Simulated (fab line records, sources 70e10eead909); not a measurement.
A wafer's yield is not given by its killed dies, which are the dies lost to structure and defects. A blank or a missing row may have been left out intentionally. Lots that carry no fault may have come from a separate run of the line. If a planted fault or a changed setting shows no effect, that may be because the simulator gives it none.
fab line records	flow nand-harc	part 2 of 2: steps 5 to 6 of 6
record lots=22	wafers=66	last-day=25
route steps=1159 shown A_STAIRCASE@675 A_SGD_CUT@763 A_SLIT@797
lots that met no fault: from a run of the same line without faults
start-h: hours from the record's opening day to when the first of the lot's shown wafers began	wait-h: how many hours have passed since the lot's step before this one	" the same as in the row above	L1.1+2: a single row standing in for several wafers	- no value, or no start was given	* or withheld: withheld	< > ~ a bound
route shown NAME@n: NAME is a module with steps in the file, n the number in the route of the first one	usual: the fault-free wafers' mean and standard deviation	same: alike in all rows	chamber/n: place in a boat	sites: per-site readings	_std_site: their standard deviation	_edge_site: the outer-site mean with the inner-site mean subtracted	radius-mm: how far each site lies from the wafer's centre	mask NAME#n: copy n	behind: the last tool/chamber to shape the wafer	hold: reason for holding the lot/hours on hold/outcome of the hold	device: the n, p or np transistor that did not switch	end of line: at the end of the route, the tests of the same wafers	where a step has no rows: the recipe by itself	killed: dies lost to structure and defects at the first sort, not the wafer's yield	map: a wafer's dies, marking killed ones x, the rest . and places with no die _
set.NAME: the setting as run; set.NAME@STEP: as run at that earlier step	model.NAME: the simulator's own value behind a step, which no gauge read
the route's steps for a sample of lots (tables are steps, rows are wafers)
services: when a tool's chamber went out of use (start-h, in hours from the record's first day, below 0 if earlier), for how many hours, and the reason
## steps
# step NHARC_A_SGD_CUT_ETCHBACK_24
# recipe target-depth-a=500	over-etch-frac=0.3	time-s=92.857	ion-energy-ev=120	ch3f-flow-sccm=50	o2-flow-sccm=30	ar-flow-sccm=200	rf-w=500	bias-w=100	chemistry=CH3F/O2
# usual bias-w=100.02/0.28	drypump-motor-current-A=5.6/0.5	oes-product-au=0.97/0.035	rf-vpp-V=244.0/1.5	showerhead-plenum-p-Torr=2.43/0.089	throttle-valve-pct=20.664/0.0091
lot.wafer	tool	chamber	start-h	wait-h	bias-w	drypump-motor-current-A	oes-product-au	rf-hours-counter-h	rf-vpp-V	showerhead-plenum-p-Torr	throttle-valve-pct
L074.2	rie-diel-06	0	320.82	0.2	100.04	5.3	1.00	6	244.4	2.51	20.661
L074.1	"	2	"	"	100.34	5.1	1.00	6	242.9	2.33	20.666
L074.5	"	2	"	"	100.28	5.1	1.01	-	243.5	2.33	20.673
L075.1	rie-diel-06	1	330.25	0.2	100.46	6.4	0.93	6	245.8	2.53	20.662
L075.2	"	2	"	"	100.05	5.0	0.94	6	241.5	2.33	20.670
L075.4	"	1	"	"	100.60	6.4	0.93	-	244.3	2.53	20.681
L076.1	rie-diel-01	3	330.29	0.2	99.81	5.2	0.90	1	245.5	2.51	20.665
L076.5	"	0	"	"	100.17	5.5	0.91	-	244.3	2.47	20.671
L076.6	"	1	"	"	99.31	5.1	0.92	-	241.7	2.37	20.674
L077.1	rie-diel-01	3	336.74	0.1	99.73	5.2	1.00	1	245.0	2.51	20.652
L077.3	"	2	"	"	99.94	5.5	1.01	1	244.1	2.50	20.678
L077.6	"	0	"	"	100.30	5.5	1.01	-	244.0	2.47	20.672
L079.1	rie-diel-06	1	336.79	0.2	100.04	6.4	1.01	6	244.9	2.53	20.670
L079.4	"	2	"	"	100.03	5.0	1.01	7	242.7	2.32	20.680
L079.6	"	0	"	"	100.03	5.3	0.98	-	245.9	2.51	20.651
L078.4	rie-diel-06	3	336.86	0.2	99.84	5.8	0.91	8	242.9	2.34	20.655
L078.3	"	0	"	"	99.93	5.3	0.99	7	246.4	2.51	20.676
L078.5	"	2	"	"	99.96	5.0	0.93	-	243.0	2.32	20.650
L081.2	rie-diel-11	3	357.44	0.1	99.68	6.2	1.00	15	243.4	2.33	20.666
L081.4	"	0	"	"	99.76	6.5	1.02	14	242.0	2.34	20.667
L081.3	"	2	"	"	99.60	5.8	0.99	16	243.0	2.42	20.664
L082.3	rie-diel-06	0	357.45	0.2	99.75	5.3	1.00	8	245.4	2.51	20.656
L082.2	"	1	"	"	99.81	6.4	0.98	8	245.8	2.52	20.666
L082.5	"	3	"	"	100.00	5.8	0.98	-	242.4	2.34	20.663
L080.1	rie-diel-11	2	363.64	0.1	99.77	5.8	0.98	16	244.8	2.42	20.667
L080.5	"	2	"	"	99.94	5.8	0.98	-	244.3	2.42	20.664
L080.6	"	3	"	"	99.87	6.3	0.99	-	245.1	2.33	20.654
L083.3	rie-diel-06	2	368.30	0.2	100.19	5.1	0.94	9	242.9	2.32	20.668
L083.2	"	3	"	"	99.86	5.8	0.93	10	242.2	2.34	20.665
L083.5	"	1	"	"	99.78	6.4	0.90	-	245.2	2.52	20.661
L084.4	rie-diel-01	1	368.30	0.2	100.26	5.1	0.93	5	243.9	2.37	20.676
L084.1	"	2	"	"	100.20	5.5	0.95	6	245.1	2.50	20.667
L084.6	"	0	"	"	99.96	5.5	0.94	-	243.7	2.46	20.671
L085.2	rie-diel-11	0	390.47	0.1	100.33	6.5	0.93	1	242.0	2.33	20.680
L085.3	"	3	"	"	99.92	6.2	0.91	1	242.5	2.33	20.660
L085.6	"	1	"	"	99.58	5.0	0.92	-	245.3	2.58	20.653
L087.1	rie-diel-06	2	395.04	0.2	99.69	5.0	1.01	11	242.5	2.32	20.676
L087.3	"	0	"	"	100.39	5.3	1.01	10	246.7	2.51	20.658
L087.5	"	2	"	"	99.87	5.1	1.00	-	241.6	2.32	20.670
L088.3	rie-diel-11	1	395.05	0.2	99.95	5.0	0.99	2	246.8	2.58	20.644
L088.6	"	2	"	"	99.32	5.9	0.99	-	245.0	2.42	20.654
L088.5	"	3	"	"	100.37	6.3	1.00	-	243.7	2.33	20.656
L089.3	rie-diel-06	2	403.26	0.2	99.89	5.1	0.92	11	240.8	2.32	20.654
L089.1	"	3	"	"	100.04	5.8	0.92	12	241.7	2.34	20.667
L089.6	"	0	"	"	100.26	5.4	0.94	-	245.4	2.51	20.654
L090.1	rie-diel-11	3	417.62	0.2	100.14	6.3	0.99	4	242.5	2.33	20.662
L090.2	"	0	"	"	99.59	6.5	1.00	4	242.5	2.33	20.663
L090.6	"	2	"	"	100.35	5.8	1.00	-	243.1	2.42	20.660
L091.1	rie-diel-06	2	417.64	0.1	99.97	5.0	1.01	13	243.4	2.32	20.661
L091.4	"	0	"	"	100.54	5.3	1.01	11	245.7	2.51	20.670
L091.3	"	1	"	"	99.66	6.4	0.99	11	246.8	2.52	20.646
L092.4	rie-diel-06	1	417.75	0.1	99.78	6.4	0.99	11	245.1	2.52	20.672
L092.2	"	3	"	"	99.59	5.8	0.99	13	243.7	2.34	20.656
L092.5	"	1	"	"	100.01	6.4	0.99	-	244.3	2.52	20.665
L095.1	rie-diel-11	0	455.73	0.1	100.07	6.5	1.00	7	242.9	2.33	20.662
L095.2	"	1	"	"	100.10	5.0	0.99	8	246.9	2.58	20.658
L095.4	"	3	"	"	100.43	6.2	0.98	7	241.4	2.33	20.669
L096.3	rie-diel-01	2	455.75	0.2	100.27	5.5	1.01	15	245.6	2.49	20.657
L096.5	"	2	"	"	99.97	5.5	1.00	-	244.8	2.49	20.658
L096.6	"	3	"	"	100.60	5.2	0.99	-	244.9	2.51	20.667
L094.3	rie-diel-06	2	455.77	0.2	100.21	5.0	0.93	2	244.1	2.32	20.664
L094.4	"	3	"	"	100.42	5.8	0.92	2	242.9	2.34	20.679
L094.5	"	3	"	"	100.16	5.8	0.91	-	243.2	2.34	20.668
L097.1	rie-diel-11	2	455.87	0.1	99.71	5.8	0.98	7	242.9	2.42	20.662
L097.6	"	2	"	"	100.03	5.8	0.98	-	243.7	2.42	20.663
L097.5	"	3	"	"	100.06	6.2	0.99	-	242.7	2.33	20.659
# step NHARC_A_SLIT_ETCH_26
# recipe bias-v=400	source-w=2000	pressure-mtorr=25	time-s=90	ar-flow-sccm=375	c4f8-flow-sccm=41.7	o2-flow-sccm=83.3	target-depth-a=4000	chemistry=C4F8/O2/Ar
# usual drypump-motor-current-A=5.8/0.4	showerhead-plenum-p-Torr=3.70/0.11	throttle-valve-pct=27.619/0.0094
lot.wafer	tool	chamber	start-h	wait-h	drypump-motor-current-A	rf-hours-counter-h	showerhead-plenum-p-Torr	throttle-valve-pct
L074.2	har-etch-02	0	328.44	1.2	6.0	172	3.83	27.598
L074.1	"	1	"	"	6.2	172	3.59	27.624
L074.5	"	1	"	"	6.2	-	3.59	27.613
L076.1	har-etch-02	0	338.88	1.2	6.0	178	3.82	27.617
L076.5	"	0	"	"	6.0	-	3.82	27.618
L076.6	"	1	"	"	6.2	-	3.59	27.615
L075.1	har-etch-01	0	339.37	1.3	5.4	9	3.83	27.635
L075.2	"	1	"	"	5.2	9	3.61	27.626
L075.4	"	0	"	"	5.4	-	3.83	27.617
L077.1	har-etch-02	1	343.82	1.0	6.2	179	3.59	27.621
L077.3	"	1	"	"	6.2	-	3.59	27.616
L077.6	"	0	"	"	6.0	-	3.82	27.617
L079.1	har-etch-02	0	345.46	1.2	6.0	181	3.82	27.621
L079.4	"	1	"	"	6.1	-	3.59	27.608
L079.6	"	0	"	"	6.0	-	3.82	27.621
L078.3	har-etch-02	0	347.18	0.8	6.0	-	3.82	27.628
L078.4	"	1	"	"	6.2	-	3.59	27.618
L078.5	"	1	"	"	6.2	-	3.59	27.618
L082.2	har-etch-02	1	363.98	1.0	6.2	188	3.58	27.594
L082.3	"	1	"	"	6.2	-	3.58	27.610
L082.5	"	0	"	"	6.0	-	3.82	27.625
L081.2	har-etch-01	1	365.25	1.2	5.2	19	3.61	27.620
L081.4	"	1	"	"	5.2	-	3.61	27.620
L081.3	"	0	"	"	5.4	-	3.83	27.616
L080.1	har-etch-02	1	371.31	1.3	6.2	189	3.58	27.631
L080.5	"	1	"	"	6.2	-	3.58	27.626
L080.6	"	0	"	"	6.0	-	3.82	27.611
L084.1	har-etch-01	1	374.02	1.2	5.2	20	3.61	27.616
L084.4	"	0	"	"	5.4	-	3.82	27.609
L084.6	"	1	"	"	5.2	-	3.61	27.614
L083.2	har-etch-02	1	374.35	1.0	6.1	191	3.58	27.610
L083.3	"	0	"	"	6.0	-	3.82	27.611
L083.5	"	1	"	"	6.2	-	3.58	27.613
L085.2	har-etch-02	0	397.49	1.2	6.0	204	3.81	27.613
L085.3	"	0	"	"	6.0	-	3.81	27.618
L085.6	"	0	"	"	6.0	-	3.81	27.627
L088.3	har-etch-01	0	400.92	0.8	5.4	-	3.81	27.601
L088.6	"	0	"	"	5.4	-	3.81	27.619
L088.5	"	1	"	"	5.2	-	3.60	27.616
L087.1	har-etch-02	0	400.99	1.0	6.0	205	3.81	27.609
L087.3	"	0	"	"	6.0	-	3.81	27.614
L087.5	"	0	"	"	6.0	-	3.81	27.614
L089.1	har-etch-01	0	408.85	1.2	5.4	43	3.81	27.632
L089.3	"	0	"	"	5.4	-	3.81	27.615
L089.6	"	1	"	"	5.2	-	3.60	27.623
L090.1	har-etch-02	0	424.98	1.2	6.0	212	3.80	27.617
L090.2	"	1	"	"	6.2	212	3.57	27.621
L090.6	"	0	"	"	6.0	-	3.80	27.614
L091.1	har-etch-02	0	426.70	1.0	6.0	214	3.80	27.602
L091.3	"	1	"	"	6.2	-	3.57	27.610
L091.4	"	0	"	"	6.0	-	3.80	27.623
L092.2	har-etch-01	0	426.84	1.2	5.4	50	3.81	27.621
L092.4	"	0	"	"	5.4	-	3.81	27.628
L092.5	"	0	"	"	5.4	-	3.81	27.616
L094.3	har-etch-01	0	462.39	0.8	5.4	-	3.80	27.625
L094.4	"	1	"	"	5.2	-	3.59	27.627
L094.5	"	1	"	"	5.2	-	3.59	27.611
L095.1	har-etch-01	0	463.97	1.2	5.4	64	3.80	27.635
L095.2	"	1	"	"	5.3	64	3.58	27.606
L095.4	"	1	"	"	5.3	-	3.59	27.620
L097.1	har-etch-02	0	465.44	1.0	6.0	231	3.79	27.625
L097.5	"	1	"	"	6.2	-	3.56	27.625
L097.6	"	0	"	"	6.0	-	3.79	27.617
L096.3	har-etch-01	0	465.73	0.8	5.4	-	3.80	27.608
L096.5	"	0	"	"	5.4	-	3.80	27.636
L096.6	"	1	"	"	5.2	-	3.58	27.631
## services
tool	chamber	start-h	hours	kind
rie-diel-06	-	241.21	9.0	pm
rie-diel-01	0	244.80	-	clean
rie-diel-01	1	244.80	-	clean
rie-diel-01	2	244.80	-	clean
rie-diel-01	3	244.80	-	clean
rie-diel-12	0	245.72	8.6	repair
rie-diel-06	1	253.54	10.2	repair
rie-diel-01	0	269.38	-	clean
rie-diel-11	1	281.21	5.7	repair
rie-diel-04	-	288.92	9.0	pm
acl-dep-01	-	296.78	13.0	pm
rie-diel-08	-	301.86	9.0	pm
har-etch-01	-	307.58	17.0	pm
rie-diel-08	-	312.16	1.9	repair
rie-diel-01	-	314.80	9.0	pm
rie-diel-06	1	319.69	2.8	repair
rie-diel-06	0	322.46	12.1	repair
rie-diel-08	1	338.56	8.3	repair
acl-dep-02	-	350.25	13.0	pm
rie-diel-11	-	366.50	9.0	pm
acl-dep-03	-	405.62	13.0	pm
rie-diel-08	-	412.46	2.5	repair
rie-diel-06	-	418.21	9.0	pm
rie-diel-01	2	457.54	3.1	repair
